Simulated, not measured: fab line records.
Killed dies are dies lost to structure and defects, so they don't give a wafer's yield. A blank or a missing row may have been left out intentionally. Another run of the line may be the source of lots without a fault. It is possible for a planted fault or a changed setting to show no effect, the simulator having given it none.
Matching of chambers | flow n5_finfet | N5_BEOL_M15_DEP_53 on pecvd-02: 3 sister chambers
The step deposits SiCN from 3MS/NH3, target thk 50 nm, time 17.8 s. 3 wafers are shown with their chamber, then 7 later ones without.

## WAFERS PAIRED WITH THEIR CHAMBERS
wafer  | chamber | showerhead_plenum_p_Torr (Torr)
L084.2 | 2       | 4.175
L095.4 | 0       | 4.162
L095.5 | 1       | 4.145

## WAFERS WHOSE CHAMBER IS MISSING
wafer  | showerhead_plenum_p_Torr (Torr)
L095.6 | 4.179
L096.1 | 4.172
L096.3 | 4.152
L096.5 | 4.176
L097.2 | 4.169
L097.3 | 4.182
L097.6 | 4.178

## EACH ONE'S CHAMBER
wafer  | from the rows above     | in truth
L095.6 | 2                       | 2
L096.1 | can't be placed: 2 or 0 | 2
L096.3 | can't be placed: 1 or 0 | 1
L096.5 | 2                       | 2
L097.2 | can't be placed: 2 or 0 | 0
L097.3 | 2                       | 2
L097.6 | 2                       | 2
4 of 7 placed correctly. These rows do not allow placing 3 (true chamber among the candidates in 3). 0 placed wrongly.
How it was worked out, from the rows above alone: a wafer's distance from a chamber is the root of the sum, over the readings, of the square of ((its reading less the chamber's mean) divided by the reading's scatter). If the next closest chamber is less than 2 further off than the closest, the wafer can't be placed; otherwise it belongs to the closest. A chamber's mean is the mean of its shown wafers. The scatter: with one shown wafer a chamber, the root of the mean of the squares of how far each hidden wafer lies from its nearest shown one.
